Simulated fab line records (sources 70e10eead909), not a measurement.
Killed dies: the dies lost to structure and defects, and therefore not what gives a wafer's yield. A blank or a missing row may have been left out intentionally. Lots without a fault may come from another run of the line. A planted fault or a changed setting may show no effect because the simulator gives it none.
Matching of chambers :: flow nand_harc :: rie_diel-02 running NHARC_A_STAIRCASE_TRIM_220: 4 sister chambers
The step chemistry O2, time 211.2 s. 8 wafers are shown with their chamber, then 7 later ones without.

## WAFERS PAIRED WITH THEIR CHAMBERS
wafer: L076.1
chamber: 0
showerhead_plenum_p_Torr (Torr): 3.62
oes_product_au (a.u.): 0.975

wafer: L076.6
chamber: 3
showerhead_plenum_p_Torr (Torr): 3.28
oes_product_au (a.u.): 0.995

wafer: L084.2
chamber: 1
showerhead_plenum_p_Torr (Torr): 3.54
oes_product_au (a.u.): 0.988

wafer: L084.4
chamber: 3
showerhead_plenum_p_Torr (Torr): 3.27
oes_product_au (a.u.): 0.992

wafer: L086.3
chamber: 1
showerhead_plenum_p_Torr (Torr): 3.54
oes_product_au (a.u.): 0.984

wafer: L086.4
chamber: 0
showerhead_plenum_p_Torr (Torr): 3.60
oes_product_au (a.u.): 0.980

wafer: L087.4
chamber: 2
showerhead_plenum_p_Torr (Torr): 3.77
oes_product_au (a.u.): 0.995

wafer: L087.5
chamber: 2
showerhead_plenum_p_Torr (Torr): 3.77
oes_product_au (a.u.): 0.994

## WAFERS WHOSE CHAMBER IS MISSING
wafer: L087.6
showerhead_plenum_p_Torr (Torr): 3.54
oes_product_au (a.u.): 0.982

wafer: L091.2
showerhead_plenum_p_Torr (Torr): 3.60
oes_product_au (a.u.): 0.984

wafer: L091.3
showerhead_plenum_p_Torr (Torr): 3.77
oes_product_au (a.u.): 1.010

wafer: L091.4
showerhead_plenum_p_Torr (Torr): 3.54
oes_product_au (a.u.): 0.991

wafer: L096.4
showerhead_plenum_p_Torr (Torr): 3.81
oes_product_au (a.u.): 0.997

wafer: L096.5
showerhead_plenum_p_Torr (Torr): 3.59
oes_product_au (a.u.): 1.003

wafer: L096.6
showerhead_plenum_p_Torr (Torr): 3.81
oes_product_au (a.u.): 0.997

## WHICH CHAMBER EACH ONE RAN IN
wafer: L087.6
from the rows above: 1
in truth: 1

wafer: L091.2
from the rows above: 0
in truth: 0

wafer: L091.3
from the rows above: 2
in truth: 2

wafer: L091.4
from the rows above: 1
in truth: 1

wafer: L096.4
from the rows above: 2
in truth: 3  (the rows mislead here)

wafer: L096.5
from the rows above: can't be placed: 1 or 0
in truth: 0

wafer: L096.6
from the rows above: 2
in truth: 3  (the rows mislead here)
Placed correctly: 4 of 7. Cannot be placed on the basis of these rows: 1; the candidates contain the true chamber in 1. Number placed wrongly: 2.
How it was worked out, from the rows above alone: a wafer's distance from a chamber is the root of the sum, over the readings, of the square of ((its reading less the chamber's mean) divided by the reading's scatter). The wafer belongs to the nearest chamber; if the next one is less than 2 further off, it can't be placed. Each chamber's mean is taken over the wafers shown for it. The scatter: the root of (the sum of the squares of (reading less its chamber's mean) over the shown wafers, divided by (wafers less chambers)).
